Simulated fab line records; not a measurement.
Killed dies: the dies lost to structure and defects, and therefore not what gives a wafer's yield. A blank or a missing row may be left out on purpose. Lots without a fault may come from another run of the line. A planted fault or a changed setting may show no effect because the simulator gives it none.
Matching of chambers | flow n5_finfet | N5_BEOL_M7_CURE_74 on uv_cure-03: 3 sister chambers
The step cures SiCOH lowk, time 240 s. 6 wafers are shown with their chamber, then 9 later ones without.

WAFERS PAIRED WITH THEIR CHAMBERS
wafer  | chamber | wafer_temp_C_max | lamp_power_pct (%)
L075.3 | 1       | 386.1            | 52.38
L075.5 | 1       | 385.7            | 52.27
L084.3 | 0       | 386.8            | 52.28
L084.6 | 0       | 387.2            | 52.32
L085.3 | 2       | 386.2            | 52.35
L085.6 | 2       | 385.9            | 52.23

WAFERS WITHOUT THEIR CHAMBER
wafer  | wafer_temp_C_max | lamp_power_pct (%)
L085.2 | 386.0            | 52.34
L085.4 | 386.1            | 52.27
L085.5 | 385.8            | 52.37
L090.2 | 385.9            | 52.33
L090.4 | 386.0            | 52.36
L090.6 | 386.0            | 52.34
L094.2 | 386.3            | 52.38
L094.4 | 386.5            | 52.25
L094.6 | 386.2            | 52.29

THE CHAMBER EACH PASSED THROUGH
wafer  | from the rows above          | in truth
L085.2 | can't be placed: 1 or 2      | 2
L085.4 | can't be placed: 2 or 1      | 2
L085.5 | can't be placed: 1 or 2      | 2
L090.2 | can't be placed: 1 or 2      | 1
L090.4 | can't be placed: 1 or 2      | 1
L090.6 | can't be placed: 1 or 2      | 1
L094.2 | can't be placed: 2 or 1 or 0 | 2
L094.4 | can't be placed: 2 or 0 or 1 | 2
L094.6 | can't be placed: 2 or 1      | 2
Placed correctly: 0 of 9. Cannot be placed on the basis of these rows: 9; the candidates contain the true chamber in 9. Placed wrongly: 0.
How it was worked out, from the rows above alone: a wafer's distance from a chamber is the root of the sum, over the readings, of the square of ((its reading less the chamber's mean) divided by the reading's scatter). If the next closest chamber is less than 2 further off than the closest, the wafer can't be placed; otherwise it belongs to the closest. Each chamber's mean is taken over the wafers shown for it. The scatter: take each reading less its chamber's mean, square it, sum over the shown wafers, divide by the number of wafers less the number of chambers, and take the root.
